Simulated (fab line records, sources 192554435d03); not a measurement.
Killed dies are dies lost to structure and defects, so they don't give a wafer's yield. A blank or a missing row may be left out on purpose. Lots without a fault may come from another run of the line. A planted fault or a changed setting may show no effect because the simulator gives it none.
Split-lot experiment | flow n5_finfet | 7 lots, 21 wafers read, on a route of 1938 steps

THE SPLIT
At N5_GATE_CUT_ETCH_58 (etches SiNx in CH3F/O2, target depth 17 nm, time 128.6 s), the setting source_w was moved away from the recipe's 415 W on 8 of the 21 wafers read, by -13.1% to +10.3%. The other wafers ran this setting at the recipe's value.

The reading is taken at the split's own step.

THE READING
rf_vpp_V, in V, at N5_GATE_CUT_ETCH_58 (etches SiNx in CH3F/O2, target depth 17 nm, time 128.6 s). Fault-free wafers of this fab line usually give 99.1 V, standard deviation 0.94 V.

wafer  | tool, chamber at the split | source_w as run, W | against the recipe | rf_vpp_V, V | against lot-mates on the recipe
L074.1 | rie_diel-01, 2             | 415                | recipe             | 98.9        | -
L074.2 | rie_diel-01, 3             | 415                | recipe             | 98.7        | -
L074.5 | rie_diel-01, 1             | 415                | recipe             | 100.2       | -
L078.1 | rie_diel-03, 2             | 457.8              | +10.3%             | 96.7        | -4.4
L078.3 | rie_diel-03, 0             | 457.8              | +10.3%             | 95.7        | -5.4
L078.6 | rie_diel-03, 0             | 415                | recipe             | 101.1       | -
L080.1 | rie_diel-04, 1             | 370.1              | -10.8%             | 102.4       | +3.3
L080.4 | rie_diel-04, 0             | 415                | recipe             | 99.4        | -
L080.5 | rie_diel-04, 0             | 415                | recipe             | 98.7        | -
L083.3 | rie_diel-03, 0             | 440.2              | +6.1%              | 97.7        | -2.5
L083.5 | rie_diel-03, 3             | 415                | recipe             | 99.6        | -
L083.6 | rie_diel-03, 2             | 415                | recipe             | 100.7       | -
L085.1 | rie_diel-01, 3             | 379.5              | -8.6%              | 100.9       | +2.4
L085.5 | rie_diel-01, 2             | 415                | recipe             | 99.6        | -
L085.6 | rie_diel-01, 1             | 415                | recipe             | 97.4        | -
L088.2 | rie_diel-01, 2             | 360.5              | -13.1%             | 103.8       | +6.0
L088.5 | rie_diel-01, 0             | 360.5              | -13.1%             | 104.7       | +6.9
L088.6 | rie_diel-01, 3             | 415                | recipe             | 97.8        | -
L097.1 | rie_diel-03, 3             | 371.6              | -10.5%             | 104.8       | +5.0
L097.2 | rie_diel-03, 1             | 415                | recipe             | 98.3        | -
L097.6 | rie_diel-03, 0             | 415                | recipe             | 101.3       | -

THE FIT
A straight line over all 21 wafers: rf_vpp_V changes by -0.34 V for each +1% of source_w; r = -0.89; the points scatter about the line by 1.2 V.
The same after taking each lot's own level away (the mean of its wafers on the recipe; 21 wafers): -0.444 V for each +1%; r = -0.96; scatter 0.89 V.
On that fit, the largest move of source_w shifts the reading by 5.8 V.
The lots' own levels span 97.80 to 101.10 V, that is 3.5 times the standard deviation above.
So the lot-to-lot level changes the slope: the two fits differ.
Check: with one of the wafers moved furthest among these (-13.1%) left out of the fit, the line predicts +5.68 V for it against its lot-mates. It came out at +6 V against them.
Tool readings at the split's step, against how far the setting was moved: rf_vpp_V r = -0.89.

OTHER SPLITS ON THESE WAFERS
These wafers also went through other splits before the reading. Each is held against what the fit with the lots' levels taken away leaves over:
other split on the same wafers                    | wafers away from the commonest value | r with rf_vpp_V (lot level and that fit taken away)
N5_PMOS_HMC_CHANNEL_EPI_PEB_07 peb_temp_c         | 6                                    | -0.27
N5_PMOS_HMC_CHANNEL_EPI_DEVELOP_08 develop_time_s | 7                                    | -0.45
N5_FIN_SAQP_PEB_14 peb_time_s                     | 8                                    | +0.20
N5_DUMMY_GATE_CVD_03 temp_c                       | 9                                    | -0.04
N5_DUMMY_GATE_COAT_28 spin_rpm                    | 5                                    | +0.16
N5_SD_EPI_P_PEB_07 peb_time_s                     | 4                                    | -0.07
N5_SDB_COAT_05 spin_rpm                           | 7                                    | +0.03
N5_HKMG_FIN_COAT_42 spin_rpm                      | 7                                    | -0.16
N5_HKMG_FIN_ETCH_54 source_w                      | 8                                    | +0.26

THE FILE'S OWN FIT
rf_vpp_V changes by -0.421 V for each +1% of source_w, r = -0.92.
